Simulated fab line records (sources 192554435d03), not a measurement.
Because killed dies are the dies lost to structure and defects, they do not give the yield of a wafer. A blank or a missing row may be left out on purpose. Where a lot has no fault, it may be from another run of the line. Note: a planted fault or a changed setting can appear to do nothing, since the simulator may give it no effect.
fab line records	flow n5Finfet
record: lots: 7	wafers: 21
route steps=1938 shown MOL_CONTACT_COAG@588 BEOL_M0_SAQP@663 BEOL_M0_CUTY@701 BEOL_M1@770 BEOL_M3@934 BEOL_M4@1027
startH: start of the lot's first displayed wafer, in hours after the record's first day	waitH: how many hours have passed since the lot's step before this one	" the same as in the row above	L1.1+2: several wafers, shown together as one row	- no value present, or no start provided	* or withheld: withheld	< > ~ a bound
route shown NAME@n: names a module that has steps shown in the file, with the first one's number in the route	usual: mean/standard deviation of fault-free wafers	same: alike in all rows	chamber/n: place in a boat	sites: per-site readings	_std_site: standard deviation across them	_edge_site: inner sites' mean taken away from outer sites' mean	radiusMm: how far each site lies from the wafer's centre	mask NAME#n: copy n	behind: the most recent tool/chamber to have shaped the wafer	hold: why the lot was held/for how many hours/how that ended	device: names the non-switching transistor (n, p or np)	end of line: tests of these same wafers at the route's end	where a step has no rows: the recipe by itself	killed: dies lost to structure and defects at the first sort, not the wafer's yield	map: a wafer's dies, x killed, . not, _ none there
set.NAME: setting as actually run; set.NAME@STEP: the setting as run at that earlier step	model.NAME: the simulator's own value behind a step, which no gauge read
lots with deliberately changed settings; one table per step, one row per wafer
== steps ==
step: N5_MOL_CONTACT_COAG_ETCH_47
recipe: chemistry: CH3F/O2	target: SiNx	targetDepthA: 270	maskMaterial: SiO2	stopOn: W	overEtchFrac: 0.2	ionEnergyEv: 120	endpoint: OES-CN	pressureMtorr: 30	sourceW: 395	biasW: 73	Ar_flow_sccm: 150	CH3F_flow_sccm: 30	O2_flow_sccm: 20	ends: endPoint
lot.wafer	tool	chamber	startH	waitH	set.overEtchFrac	model.etch.overEtchS
L076.3	rieDiel-01	0	113.90	0.0	0.2	5.141
L076.4	"	0	"	"	0.1872	4.824
L076.6	"	3	"	"	0.2	5.184
L077.1	rieDiel-01	2	122.28	0.0	0.2136	5.436
L077.2	"	3	"	"	0.2136	5.464
L077.5	"	3	"	"	0.2136	5.477
L085.1	rieDiel-04	2	165.90	0.0	0.2	5.15
L085.4	"	0	"	"	0.2	5.106
L085.5	"	1	"	"	0.2	5.221
L088.1	rieDiel-02	0	184.74	0.0	0.2	5.316
L088.4	"	1	"	"	0.2	5.164
L088.5	"	1	"	"	0.2121	5.587
L093.1	rieDiel-01	3	213.78	0.0	0.2	5.247
L093.3	"	0	"	"	0.2062	5.333
L093.6	"	1	"	"	0.2	5.124
L094.2	rieDiel-02	0	221.89	0.0	0.2	5.312
L094.5	"	3	"	"	0.2	5.272
L094.6	"	1	"	"	0.2	5.2
L092.1	rieDiel-04	2	222.13	0.0	0.2046	5.391
L092.2	"	0	"	"	0.2046	5.21
L092.3	"	3	"	"	0.2	5.217
step: N5_BEOL_M0_SAQP_SPACER1_ALD_98
recipe: material: SiO2	targetThkA: 128	tempC: 300	aldPrecursorFamily: BDEAS	aldCoReactant: O2-plasma	pulseTimeS: 1	purgeTimeS: 2	coReactantPurgeTimeS: 2	aldCycles: 138	pressureTorr: 2
lot.wafer	tool	chamber	startH	waitH	set.tempC	model.SiO2_of_BEOL_M0_SAQP_SPACER1_ALD_98.thkNm
L076.3+4+6	aldSin-04	1,0,3	123.93	0.1	290.4	13.2
L077.1+2+5	aldSin-01	3,0,0	133.03	0.3	300	12.8
L085.1+4+5	aldSin-02	1,2,0	176.74	0.4	300	12.8
L088.1	aldSin-02	3	194.10	0.3	300	12.6
L088.4	"	2	"	"	292.5	13.2
L088.5	"	0	"	"	300	12.8
L093.1+3+6	aldSin-01	2,3,3	222.80	0.3	300	12.8
L094.2+6	aldSin-02	0,2	230.34	0.3	300	12.8
L094.5	"	3	"	"	300	12.6
L092.1+2	aldSin-01	1,3	234.25	0.3	300	12.8
L092.3	"	0	"	"	289.4	13.4
step: N5_BEOL_M0_SAQP_SPACER1_ETCHBACK_99
recipe: chemistry: CHF3/O2	mode: anisotropicEtchback	target: SiO2	targetDepthA: 154	timeS: 7.7	pressureMtorr: 30	sourceW: 650	biasW: 170	Ar_flow_sccm: 200	CHF3_flow_sccm: 50	O2_flow_sccm: 5	ionEnergyEv: 200
step: N5_BEOL_M0_SAQP_MANDREL1_REMOVE_100
recipe: chemistry: HBr/Cl2/O2	btTimeS: 10	target: a-Si	stopOn: SiNx	endpoint: OES-SiCl	overEtchFrac: 0.85	icpW: 600	biasW: 30	HBr_flow_sccm: 150	Cl2_flow_sccm: 80	O2_flow_sccm: 5	pressureMtorr: 10
lot.wafer	tool	chamber	startH	waitH	set.tempC@BEOL_M0_SAQP_SPACER1_ALD_98	model.BEOL_M0_SAQP.cdNm
L076.3	rieSi-03	1	124.49	0.1	290.4	13.2
L076.4+6	"	3	"	"	290.4	13
L077.1+5	rieSi-03	1	133.59	0.1	300	12.8
L077.2	"	2	"	"	300	13
L085.1+4	rieSi-03	1,0	177.31	0.1	300	12.8
L085.5	"	3	"	"	300	12.6
L088.1	rieSi-01	1	194.66	0.1	300	12.6
L088.4	"	2	"	"	292.5	13.4
L088.5	"	0	"	"	300	12.8
L093.1+3	rieSi-03	2,1	223.38	0.1	300	12.8
L093.6	"	0	"	"	300	12.6
L094.2+6	rieSi-03	0,3	230.91	0.1	300	12.8
L094.5	"	0	"	"	300	12.6
L092.1+2	rieSi-02	0,1	234.92	0.1	300	12.8
L092.3	"	3	"	"	289.4	13.4
step: N5_BEOL_M0_SAQP_DESCUM_45
recipe: chemistry: O2	timeS: 7	sourcePowerW: 50	biasPowerW: 20	pressureMtorr: 20	rfFrequencyHz: 2.712e+07	tempC: 40	resist: CAR-EUV	o2FlowSccm: 225
lot.wafer	tool	chamber	startH	waitH	set.timeS	model.CAR-EUV_of_BEOL_M0_SAQP_COAT_34.thkNm
L076.3	rieDiel-06	3	126.81	0.0	7	26
L076.4+6	"	2,1	"	"	6.215	26.6
L077.1+2	rieDiel-03	0,1	136.15	0.3	7	26.2
L077.5	"	2	"	"	7.892	25.8
L085.1	rieDiel-03	3	180.27	0.0	7	26.2
L085.4+5	"	0,2	"	"	5.637	26.8
L088.1	rieDiel-05	3	197.29	0.3	6.277	26.2
L088.4	"	2	"	"	7	26
L088.5	"	3	"	"	7	25.8
L093.1	rieDiel-05	0	227.13	0.2	7	26.2
L093.3	"	3	"	"	7	26
L093.6	"	3	"	"	6.268	26.2
L094.2+5+6	rieDiel-06	3,1,2	233.87	0.6	7	26
L092.1+3	rieDiel-06	1,3	237.34	0.0	7	26
L092.2	"	0	"	"	6.43	26.2
step: N5_BEOL_M0_CUTY_COAT_50
recipe: resist: SiARC	tempC: 220	timeS: 60	spinRpm: 1500	resistThkNm: 15
lot.wafer	tool	chamber	startH	waitH	set.spinRpm	model.SiARC_of_BEOL_M0_CUTY_COAT_50.thkNm
L076.3+6	lithoTrack-04	0	127.88	0.0	1500	15
L076.4	"	0	"	"	1597	14.6
L077.1	lithoTrack-04	0	137.10	0.0	1631	14.4
L077.2+5	"	0	"	"	1500	15
L085.1+4	lithoTrack-05	0	181.48	0.0	1500	15
L085.5	"	0	"	"	1500	14.8
L088.1+5	lithoTrack-05	0	198.95	0.0	1575	14.6
L088.4	"	0	"	"	1500	15
L093.1	lithoTrack-04	0	228.09	0.0	1362	15.8
L093.3+6	"	0	"	"	1500	15
L094.2+5+6	lithoTrack-04	0	234.82	0.0	1500	15
L092.1+2+3	lithoTrack-05	0	238.30	0.0	1500	15
step: N5_BEOL_M1_ETCH_64
recipe: chemistry: N2/H2	target: SOC	targetDepthA: 750	overetchA: 150	maskMaterial: SiARC	tempC: 40	timeS: 112.5	ionEnergyEv: 200	pressureMtorr: 30	sourceW: 840	biasW: 150	n2FlowSccm: 200	h2FlowSccm: 200
usual: rfVppV: 524.3/2.6
lot.wafer	tool	chamber	startH	waitH	set.biasW	rfVppV	model.SiARC_of_BEOL_M1_COAT_62.thkNm
L076.3	rieDiel-05	2	136.84	0.0	134.8	486.3	7.6
L076.4	"	1	"	"	134.8	492.3	7.4
L076.6	"	1	"	"	150	526.9	6.8
L077.1	rieDiel-05	2	145.75	0.0	150	521.3	6.8
L077.2	"	0	"	"	172.1	573.3	5.8
L077.5	"	0	"	"	150	525.9	6.8
L085.1	rieDiel-06	0	192.69	0.0	176.2	579.3	5.8
L085.4	"	2	"	"	176.2	580.9	5.6
L085.5	"	3	"	"	176.2	578.0	5.6
L088.1	rieDiel-05	0	207.49	0.0	176.1	581.8	5.6
L088.4	"	2	"	"	150	520.6	7
L088.5	"	2	"	"	176.1	574.0	5.8
L093.1	rieDiel-05	3	234.72	0.0	174.9	577.8	5.4
L093.3	"	1	"	"	174.9	579.7	5.8
L093.6	"	3	"	"	150	525.4	6.6
L094.2	rieDiel-05	1	244.67	0.0	150	526.7	7
L094.5	"	2	"	"	150	521.6	7.2
L094.6	"	1	"	"	150	525.7	7
L092.1	rieDiel-05	2	247.06	0.0	150	517.9	7
L092.2	"	1	"	"	165.6	560.2	6.2
L092.3	"	0	"	"	165.6	558.7	6
step: N5_BEOL_M1_SPUTTER_86
recipe: material: Cu	targetThkA: 45	tempC: -20	chamberPressurePa: 0.07	powerW: withheld	timeS: 8.29
lot.wafer	tool	chamber	startH	waitH	set.timeS	model.Cu_of_BEOL_M1_SPUTTER_86.thkNm
L076.3+6	pvdSputter-01	-	149.46	0.1	8.29	4.6
L076.4	"	-	"	"	8.992	5
L077.1	pvdSputter-02	-	152.12	0.1	7.321	4
L077.2	"	-	"	"	7.321	-
L077.5	"	-	"	"	8.29	4.4
L085.1	pvdSputter-01	-	196.31	0.1	7.475	-
L085.4+5	"	-	"	"	8.29	4.6
L088.1+4	pvdSputter-03	-	217.12	0.1	8.29	4.4
L088.5	"	-	"	"	7.221	-
L093.1	pvdSputter-02	-	239.31	0.1	9.48	-
L093.3	"	-	"	"	8.29	4.6
L093.6	"	-	"	"	9.48	5
L094.2	pvdSputter-02	-	249.65	0.1	8.29	4.6
L094.5+6	"	-	"	"	8.29	4.4
L092.1+3	pvdSputter-03	-	261.12	0.1	8.29	4.6
L092.2	"	-	"	"	8.29	4.8
step: N5_BEOL_M3_HM_DEP_02
recipe: material: TiN	targetThkA: 200	tempC: 25	chamberPressurePa: 0.49996
lot.wafer	tool	chamber	startH	waitH	set.targetThkA	model.TiN_of_BEOL_M3_HM_DEP_02.thkNm
L076.3+4	pvdSputter-02	-	162.40	0.7	222.3	22.4
L076.6	"	-	"	"	200	20.2
L077.1	pvdSputter-03	-	170.61	0.5	200	20.2
L077.2	"	-	"	"	200	20
L077.5	"	-	"	"	225.8	22.8
L085.1	pvdSputter-01	-	209.89	2.1	173.4	17.2
L085.4	"	-	"	"	200	20
L085.5	"	-	"	"	173.4	17
L088.1+5	pvdSputter-03	-	240.85	1.9	200	19.8
L088.4	"	-	"	"	181.5	18
L093.1	pvdSputter-02	-	253.94	2.3	200	20.2
L093.3	"	-	"	"	200	19.8
L093.6	"	-	"	"	200	20.4
L094.2+5	pvdSputter-03	-	268.00	1.6	200	20.4
L094.6	"	-	"	"	200	20.6
L092.1	pvdSputter-02	-	273.82	1.2	200	19.6
L092.2	"	-	"	"	200	19.8
L092.3	"	-	"	"	189.3	19
step: N5_BEOL_M3_COAT_05
recipe: resist: CAR-EUV	spinRpm: 1500	resistThkNm: 30
lot.wafer	tool	chamber	startH	waitH	set.spinRpm	model.CAR-EUV_of_BEOL_M3_COAT_05.thkNm
L076.3+6	lithoTrack-04	0	-	-	1500	30
L076.4	"	0	"	"	1500	30.2
L077.1+2	lithoTrack-05	0	-	-	1500	30
L077.5	"	0	"	"	1500	29.8
L085.1+4	lithoTrack-04	0	-	-	1383	31.4
L085.5	"	0	"	"	1500	30.2
L088.1	lithoTrack-03	0	-	-	1500	30
L088.4+5	"	0	"	"	1426	30.8
L093.1+3	lithoTrack-04	0	-	-	1368	31.6
L093.6	"	0	"	"	1500	30.2
L094.2	lithoTrack-04	0	-	-	1500	30.2
L094.5+6	"	0	"	"	1500	30
L092.1+2+3	lithoTrack-05	0	-	-	1659	28.4
step: N5_BEOL_M3_EBR_07
recipe: solvent: PGMEA	ebrWidthMm: 1.5
step: N5_BEOL_M3_SOFTBAKE_06
recipe: tempC: 110	timeS: 60	resist: CAR-EUV
step: N5_BEOL_M3_EXPOSE_08
recipe: maskId: M3	na: 0.33	sourceShape: dipole	sigmaInner: 0.369	sigmaOuter: 0.767	polarization: unpolarized	doseMj: 33
step: N5_BEOL_M3_PEB_09
recipe: pebTempC: 100	pebTimeS: 60	resist: CAR-EUV
step: N5_BEOL_M3_DEVELOP_10
recipe: developTimeS: 30	developer: TMAH	resist: CAR-EUV	rinseLiquid: surfactantRinse	dry: airSpin	devTempC: 23
lot.wafer	tool	chamber	startH	waitH	set.spinRpm@BEOL_M3_COAT_05	model.CAR-EUV_of_BEOL_M3_COAT_05.thkNm
L076.3+4+6	lithoTrack-03	0	-	-	1500	29.6
L077.1+2+5	lithoTrack-05	0	-	-	1500	29.4
L085.1+4	lithoTrack-03	0	-	-	1383	31
L085.5	"	0	"	"	1500	29.6
L088.1	lithoTrack-03	0	-	-	1500	29.6
L088.4+5	"	0	"	"	1426	30.4
L093.1+3	lithoTrack-04	0	-	-	1368	31
L093.6	"	0	"	"	1500	29.6
L094.2+5+6	lithoTrack-05	0	-	-	1500	29.6
L092.1+2+3	lithoTrack-03	0	-	-	1659	28
step: N5_BEOL_M3_STRIP_75
recipe: chemistry: N2/H2	tempC: 40	n2FlowSccm: 200	h2FlowSccm: 200	rfFrequencyHz: 6e+07
step: N5_BEOL_M3_STRIP_66
recipe: chemistry: CF4	resist: SiARC	powerW: 300	biasPowerW: 75	pressureMtorr: 50	cf4FlowSccm: 150	rfFrequencyHz: 6e+07
step: N5_BEOL_M3_HM_OPEN_17
recipe: chemistry: Cl2/BCl3	targetDepthA: 200	overetchA: 60	target: TiN	maskMaterial: SOC	ionEnergyEv: 150	pressureMtorr: 10	icpW: 1000	biasW: 126	Cl2_flow_sccm: 53.25	bcl3FlowSccm: 21.75	Ar_flow_sccm: 25
lot.wafer	tool	chamber	startH	waitH	set.targetThkA@BEOL_M3_HM_DEP_02	model.etch.depthNm
L076.3	rieMetal-01	1	163.19	0.1	222.3	22.4
L076.4	"	0	"	"	222.3	22.31
L076.6	"	0	"	"	200	20.2
L077.1	rieMetal-02	1	171.37	0.0	200	20.19
L077.2	"	0	"	"	200	19.97
L077.5	"	1	"	"	225.8	22.78
L085.1	rieMetal-01	1	210.78	0.0	173.4	17.14
L085.4	"	1	"	"	200	19.95
L085.5	"	1	"	"	173.4	17.08
L088.1+5	rieMetal-02	1	241.69	0.0	200	19.82
L088.4	"	1	"	"	181.5	18.09
L093.1	rieMetal-02	0	255.02	0.0	200	20.25
L093.3	"	0	"	"	200	19.78
L093.6	"	0	"	"	200	20.38
L094.2+5	rieMetal-02	1	279.44	8.5	200	20.47
L094.6	"	0	"	"	200	20.69
L092.1	rieMetal-02	1	279.71	2.5	200	19.6
L092.2	"	0	"	"	200	19.73
L092.3	"	0	"	"	189.3	18.92
step: N5_BEOL_M4_COAT_73
recipe: resist: underlayer	tempC: 205	timeS: 60	spinRpm: 1500	resistThkNm: 5
lot.wafer	tool	chamber	startH	waitH	set.spinRpm
L076.3+4+6	lithoTrack-03	0	-	-	1500
L077.1+2+5	lithoTrack-02	0	-	-	1500
L085.1+4	lithoTrack-02	0	-	-	1500
L085.5	"	0	"	"	1587
L088.1+4+5	lithoTrack-03	0	-	-	1500
L093.1+3	lithoTrack-02	0	-	-	1547
L093.6	"	0	"	"	1500
L094.2+5+6	lithoTrack-01	0	-	-	1500
L092.1+3	lithoTrack-01	0	-	-	1500
L092.2	"	0	"	"	1456
step: N5_BEOL_M4_EXPOSE_08
recipe: maskId: M4	na: 0.33	sourceShape: dipole	sigmaInner: 0.369	sigmaOuter: 0.767	polarization: unpolarized	doseMj: 41.25
lot.wafer	tool	chamber	startH	waitH	mask	set.doseMj
L076.3+4	euvScanner-01	0	176.90	-	M4#0	42.68
L076.6	"	0	"	"	M4#0	41.25
L077.1+5	euvScanner-01	0	182.73	-	M4#0	41.25
L077.2	"	0	"	"	M4#0	39.47
L085.1+5	euvScanner-02	0	222.04	-	M4#0	42.55
L085.4	"	0	"	"	M4#0	41.25
L088.1+4	euvScanner-01	0	250.84	-	M4#0	43.25
L088.5	"	0	"	"	M4#0	41.25
L093.1+3+6	euvScanner-01	0	268.37	-	M4#0	41.25
L094.2+5+6	euvScanner-01	0	299.93	-	M4#0	41.25
L092.1	euvScanner-02	0	304.46	-	M4#0	41.25
L092.2+3	"	0	"	"	M4#0	42.91
step: N5_BEOL_M4_PEB_09
recipe: pebTempC: 100	pebTimeS: 60	resist: CAR-EUV
step: N5_BEOL_M4_DEVELOP_10
recipe: developTimeS: 30	developer: TMAH	resist: CAR-EUV	rinseLiquid: surfactantRinse	dry: airSpin	devTempC: 23
step: N5_BEOL_M4_CD_MEAS_11
recipe: targetCdNm: 16.79	landingEnergyEv: 500	detector: seInlens	polarity: opening
usual: cdNm: 16.82/0.24
lot.wafer	tool	chamber	startH	waitH	set.doseMj@BEOL_M4_EXPOSE_08	cdNm
L076.3	cdSem-01	0	177.02	-	42.68	17.76
L076.4	"	0	"	"	42.68	17.60
L076.6	"	0	"	"	41.25	17.06
L077.1	cdSem-03	0	182.86	-	41.25	16.79
L077.2	"	0	"	"	39.47	16.11
L077.5	"	0	"	"	41.25	17.18
L085.1	cdSem-01	0	222.17	-	42.55	17.12
L085.4	"	0	"	"	41.25	16.79
L085.5	"	0	"	"	42.55	17.43
L088.1	cdSem-03	0	250.97	-	43.25	17.97
L088.4	"	0	"	"	43.25	17.63
L088.5	"	0	"	"	41.25	16.94
L093.1	cdSem-01	0	268.50	-	41.25	16.75
L093.3	"	0	"	"	41.25	16.68
L093.6	"	0	"	"	41.25	16.32
L094.2	cdSem-02	0	300.05	-	41.25	16.53
L094.5	"	0	"	"	41.25	16.98
L094.6	"	0	"	"	41.25	17.11
L092.1	cdSem-01	0	304.59	-	41.25	16.34
L092.2	"	0	"	"	42.91	17.25
L092.3	"	0	"	"	42.91	17.48
step: N5_BEOL_M4_DESCUM_16
recipe: chemistry: O2	timeS: 7	sourcePowerW: 50	biasPowerW: 20	pressureMtorr: 20	rfFrequencyHz: 2.712e+07	tempC: 40	resist: CAR-EUV	o2FlowSccm: 225
step: N5_BEOL_M4_ETCH_74
recipe: chemistry: N2/H2	target: underlayer	targetDepthA: 65	maskMaterial: CAR-EUV	timeS: 5.2	ionEnergyEv: 200	pressureMtorr: 30	sourceW: 840	biasW: 150	n2FlowSccm: 200	h2FlowSccm: 200	ends: cleared
lot.wafer	tool	chamber	startH	waitH	set.spinRpm@BEOL_M4_COAT_73	set.doseMj@BEOL_M4_EXPOSE_08	model.BEOL_M4.cdOffsetNm	model.etch.depthNm
L076.3	rieDiel-02	1	177.17	0.0	1500	42.68	1	4.982
L076.4	"	3	"	"	1500	42.68	0.8	4.974
L076.6	"	2	"	"	1500	41.25	0.2	4.996
L077.1	rieDiel-02	2	183.02	0.0	1500	41.25	0.2	4.993
L077.2	"	3	"	"	1500	39.47	-0.8	5.013
L077.5	"	1	"	"	1500	41.25	0.2	5.026
L085.1	rieDiel-04	2	223.00	0.0	1500	42.55	0.6	4.98
L085.4	"	2	"	"	1500	41.25	0	4.979
L085.5	"	0	"	"	1587	42.55	0.4	4.854
L088.1	rieDiel-01	3	251.15	0.0	1500	43.25	1.2	5.026
L088.4	"	1	"	"	1500	43.25	0.8	5.023
L088.5	"	1	"	"	1500	41.25	0	5.013
L093.1	rieDiel-01	2	268.66	0.0	1547	41.25	-0.4	4.912
L093.3	"	0	"	"	1547	41.25	-0.4	4.909
L093.6	"	3	"	"	1500	41.25	0	4.999
L094.2	rieDiel-02	0	300.22	0.0	1500	41.25	0	5.015
L094.5	"	1	"	"	1500	41.25	0.2	5.015
L094.6	"	2	"	"	1500	41.25	0	4.995
L092.1	rieDiel-04	0	304.76	0.0	1500	41.25	-0.2	4.978
L092.2	"	1	"	"	1456	42.91	0.6	5.052
L092.3	"	2	"	"	1500	42.91	1	4.977
step: N5_BEOL_M4_ETCH_63
recipe: chemistry: CF4	target: SiARC	targetDepthA: 156	maskMaterial: CAR-EUV	timeS: 26	ionEnergyEv: 80	pressureMtorr: 40	sourceW: 545	biasW: 36	Ar_flow_sccm: 100	cf4FlowSccm: 100	ends: cleared
lot.wafer	tool	chamber	startH	waitH	set.doseMj@BEOL_M4_EXPOSE_08	model.BEOL_M4.cdOffsetNm
L076.3+4	rieDiel-02	1,3	177.19	0.0	42.68	0.8
L076.6	"	2	"	"	41.25	0
L077.1	rieDiel-02	2	183.03	0.0	41.25	0
L077.2	"	3	"	"	39.47	-0.8
L077.5	"	1	"	"	41.25	0.2
L085.1	rieDiel-04	2	223.02	0.0	42.55	0.6
L085.4	"	2	"	"	41.25	0
L085.5	"	0	"	"	42.55	0.2
L088.1	rieDiel-01	3	251.16	0.0	43.25	1.2
L088.4	"	1	"	"	43.25	1
L088.5	"	1	"	"	41.25	0.2
L093.1+3+6	rieDiel-01	2,0,3	268.67	0.0	41.25	-0.2
L094.2+6	rieDiel-02	0,2	300.23	0.0	41.25	0
L094.5	"	1	"	"	41.25	0.2
L092.1	rieDiel-04	0	304.78	0.0	41.25	-0.2
L092.2	"	1	"	"	42.91	0.6
L092.3	"	2	"	"	42.91	1
step: N5_BEOL_M4_COAT_67
recipe: resist: SOC	tempC: 250	timeS: 60	spinRpm: 1500	resistThkNm: 60
lot.wafer	tool	chamber	startH	waitH	set.spinRpm	model.SOC_of_BEOL_M4_COAT_67.thkNm
L076.3+6	lithoTrack-03	0	177.61	0.0	1402	62.2
L076.4	"	0	"	"	1500	60.2
L077.1	lithoTrack-01	0	183.45	0.0	1500	60.4
L077.2+5	"	0	"	"	1500	60
L085.1+4	lithoTrack-02	0	223.46	0.0	1500	60
L085.5	"	0	"	"	1589	58.4
L088.1+4	lithoTrack-02	0	251.60	0.0	1374	63
L088.5	"	0	"	"	1500	60.2
L093.1	lithoTrack-02	0	269.09	0.0	1500	59.8
L093.3	"	0	"	"	1631	57.4
L093.6	"	0	"	"	1500	60
L094.2+5+6	lithoTrack-01	0	300.65	0.0	1500	60
L092.1+2	lithoTrack-02	0	305.41	0.0	1500	60.2
L092.3	"	0	"	"	1500	60
== key ==
split: step: N5_MOL_CONTACT_COAG_ETCH_47	setting: overEtchFrac	stated: 0.2	by: wafer
response: step: N5_MOL_CONTACT_COAG_ETCH_47	reading: model.etch.overEtchS	change: +0.0531	per: 1%	r: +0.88
split: step: N5_BEOL_M0_SAQP_SPACER1_ALD_98	setting: tempC	stated: 300	by: wafer
response: step: N5_BEOL_M0_SAQP_SPACER1_ALD_98	reading: model.SiO2_of_BEOL_M0_SAQP_SPACER1_ALD_98.thkNm	change: -0.18	per: 1%	r: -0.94
response: step: N5_BEOL_M0_SAQP_MANDREL1_REMOVE_100	reading: model.BEOL_M0_SAQP.cdNm	change: -0.207	per: 1%	r: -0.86
split: step: N5_BEOL_M0_SAQP_DESCUM_45	setting: timeS	stated: 7	by: wafer
response: step: N5_BEOL_M0_SAQP_DESCUM_45	reading: model.CAR-EUV_of_BEOL_M0_SAQP_COAT_34.thkNm	change: -0.0308	per: 1%	r: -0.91
split: step: N5_BEOL_M0_CUTY_COAT_50	setting: spinRpm	stated: 1500	by: wafer
response: step: N5_BEOL_M0_CUTY_COAT_50	reading: model.SiARC_of_BEOL_M0_CUTY_COAT_50.thkNm	change: -0.0755	per: 1%	r: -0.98
split: step: N5_BEOL_M1_ETCH_64	setting: biasW	stated: 150	by: wafer
response: step: N5_BEOL_M1_ETCH_64	reading: rfVppV	change: +3.41	per: 1%	r: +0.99
response: step: N5_BEOL_M1_ETCH_64	reading: model.SiARC_of_BEOL_M1_COAT_62.thkNm	change: -0.07	per: 1%	r: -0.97
split: step: N5_BEOL_M1_SPUTTER_86	setting: timeS	stated: 8.29	by: wafer
response: step: N5_BEOL_M1_SPUTTER_86	reading: model.Cu_of_BEOL_M1_SPUTTER_86.thkNm	change: +0.0341	per: 1%	r: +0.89
split: step: N5_BEOL_M3_HM_DEP_02	setting: targetThkA	stated: 200	by: wafer
response: step: N5_BEOL_M3_HM_DEP_02	reading: model.TiN_of_BEOL_M3_HM_DEP_02.thkNm	change: +0.203	per: 1%	r: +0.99
response: step: N5_BEOL_M3_HM_OPEN_17	reading: model.etch.depthNm	change: +0.2	per: 1%	r: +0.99
split: step: N5_BEOL_M3_COAT_05	setting: spinRpm	stated: 1500	by: wafer
response: step: N5_BEOL_M3_COAT_05	reading: model.CAR-EUV_of_BEOL_M3_COAT_05.thkNm	change: -0.158	per: 1%	r: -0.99
response: step: N5_BEOL_M3_DEVELOP_10	reading: model.CAR-EUV_of_BEOL_M3_COAT_05.thkNm	change: -0.167	per: 1%	r: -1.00
split: step: N5_BEOL_M4_COAT_73	setting: spinRpm	stated: 1500	by: wafer
response: step: N5_BEOL_M4_ETCH_74	reading: model.etch.depthNm	change: -0.0235	per: 1%	r: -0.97
split: step: N5_BEOL_M4_EXPOSE_08	setting: doseMj	stated: 41.25	by: wafer
response: step: N5_BEOL_M4_CD_MEAS_11	reading: cdNm	change: +0.196	per: 1%	r: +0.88
response: step: N5_BEOL_M4_ETCH_74	reading: model.BEOL_M4.cdOffsetNm	change: +0.214	per: 1%	r: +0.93
response: step: N5_BEOL_M4_ETCH_63	reading: model.BEOL_M4.cdOffsetNm	change: +0.203	per: 1%	r: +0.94
split: step: N5_BEOL_M4_COAT_67	setting: spinRpm	stated: 1500	by: wafer
response: step: N5_BEOL_M4_COAT_67	reading: model.SOC_of_BEOL_M4_COAT_67.thkNm	change: -0.302	per: 1%	r: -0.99
